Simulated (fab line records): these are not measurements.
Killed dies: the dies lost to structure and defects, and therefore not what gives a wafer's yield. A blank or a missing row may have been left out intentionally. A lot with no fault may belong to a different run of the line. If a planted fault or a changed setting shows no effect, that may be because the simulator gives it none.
Problem report, 8D (eight disciplines) form, completed by code -- flow nand_harc -- the parts of the form that need people (team, actions taken, sign-off) are left out

## 1. THE PROBLEM
Mean of thk_nm at NHARC_A_SGD_CUT_THK_MEAS_22: 95.5 nm across 3 wafers in 2 lots; on wafers with no fault it is 148.2 nm (standard deviation 1.4). That is -38 standard deviations from the usual mean.
The step: measures by ellipsometry.
The first sign was on wafer L565.1 at day 24 10:06, on film_metro-01. Wafers with a number at this step in the record: 33, from 11 lots. Rule for "out", or "out of limits": more than 4 standard deviations from the usual mean. The other wafers with a number count as sound.

## 2. WHAT IT IS; WHAT IT IS NOT
question,is,is not
which readings at this step,thk_nm,-
which lots,"L563, L565","L552, L553, L557, L558, L559, L560, L569, L574, L575"
which wafers of those lots,"L563.4, L563.5, L565.1","L563.2, L565.2, L565.3"
read on which gauges,"film_metro-01, film_metro-02",-
when,from day 24 10:06,"up to then (21 sound wafers); but 9 sound wafers of L569, L574, L575 came after"

## 3. WHAT RULES OUT EACH SUSPECT
Counting: a tool at a process step up to the reading stays a suspect if it ran every lot that is out. Sound lots after the first of them don't rule it out here, since some wafers of a struck lot are sound.
- the gauge at NHARC_A_SGD_CUT_THK_MEAS_22 is ruled out. Those wafers that are out were read across 2 gauges (film_metro-01, film_metro-02).
- fcvd-02 at NHARC_A_SGD_CUT_DEP_20 (deposits SiO2, target thk 150 nm): kept. Ran every lot that is out, first one L565 (day 24 05:12); last sound lot up to then L560 (day 23 00:26).
Remaining after the count: fcvd-02 at NHARC_A_SGD_CUT_DEP_20.

## 4. THE CAUSE (what the simulator had put in)
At NHARC_A_SGD_CUT_DEP_20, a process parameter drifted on fcvd-02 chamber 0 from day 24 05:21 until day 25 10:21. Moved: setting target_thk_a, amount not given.
This tool alone remained once counting was done.

## 5. THE CHAIN OF EFFECTS, in route order
Each row: a reading whose mean over the struck wafers that have a number lies more than 3 standard deviations from the usual. Only readings for which the record gives a usual standard deviation are gone through. hours: the time from each lot's start at the first step in this table that gives one to its start at this step, as a median over the lots. sigmas: the change in usual standard deviations.
hours,step,reading,usual,on struck wafers,change,sigmas
0,NHARC_A_SGD_CUT_CMP_21,time_to_endpoint_s,50.2 s,30.1,-20.1,-8.4
0,NHARC_A_SGD_CUT_THK_MEAS_22,thk_nm,148.2 nm,95.5,-52.7,-38
Its process steps:
- NHARC_A_SGD_CUT_CMP_21: polishes, target thk 148.19 nm.

## 6. HOW IT WOULD HAVE BEEN CAUGHT EARLIER
In this record the first reading out of limits at a measuring or inspecting step was taken at day 24 10:06, 5 hours after the fault began at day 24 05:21.
By day 24 10:06, every lot that is out (2) had started NHARC_A_SGD_CUT_DEP_20 on fcvd-02. Holding the tool at that point would not have protected any of them.
